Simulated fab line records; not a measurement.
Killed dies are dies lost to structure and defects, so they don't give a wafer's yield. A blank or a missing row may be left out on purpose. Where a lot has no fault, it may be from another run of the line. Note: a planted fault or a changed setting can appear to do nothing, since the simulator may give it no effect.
Matching of chambers + flow n5-finfet + 3 sister chambers for N5_PASSIVATION_VIA_ETCH_13 on rie-diel-06
The step etches SiO2 in CHF3/O2, target depth 660 nm, time 330 s. 6 wafers are shown with their chamber, then 5 later ones without.

## WAFERS PAIRED WITH THEIR CHAMBERS
| wafer  | chamber | throttle-valve-pct (%) | drypump-motor-current-A (A) |
|--------|---------|------------------------|-----------------------------|
| L081.1 | 3       | 18.72                  | 6.4                         |
| L081.3 | 1       | 19.11                  | 5.9                         |
| L081.4 | 2       | 19.20                  | 5.4                         |
| L081.5 | 1       | 19.11                  | 5.9                         |
| L081.6 | 3       | 18.73                  | 6.3                         |
| L087.3 | 2       | 19.24                  | 5.5                         |

## WAFERS WHOSE CHAMBER IS MISSING
| wafer  | throttle-valve-pct (%) | drypump-motor-current-A (A) |
|--------|------------------------|-----------------------------|
| L087.6 | 19.12                  | 5.9                         |
| L085.4 | 19.14                  | 6.0                         |
| L085.5 | 19.22                  | 5.4                         |
| L094.1 | 19.24                  | 5.5                         |
| L094.4 | 18.30                  | 6.4                         |

## CHAMBER TAKEN BY EACH
| wafer  | from the rows above | in truth |
|--------|---------------------|----------|
| L087.6 | 1                   | 1        |
| L085.4 | 1                   | 1        |
| L085.5 | 2                   | 2        |
| L094.1 | 2                   | 2        |
| L094.4 | 3                   | 3        |
Correct placement for 5 of the 5. Can't be placed from these rows: 0. Placed wrongly: 0.
How it was worked out, from the rows above alone: a wafer's distance from a chamber is the root of the sum, over the readings, of the square of ((its reading less the chamber's mean) divided by the reading's scatter). The wafer belongs to the nearest chamber; if the next one is less than 2 further off, it can't be placed. A chamber's mean is the mean of its shown wafers. The scatter: take each reading less its chamber's mean, square it, sum over the shown wafers, divide by the number of wafers less the number of chambers, and take the root.
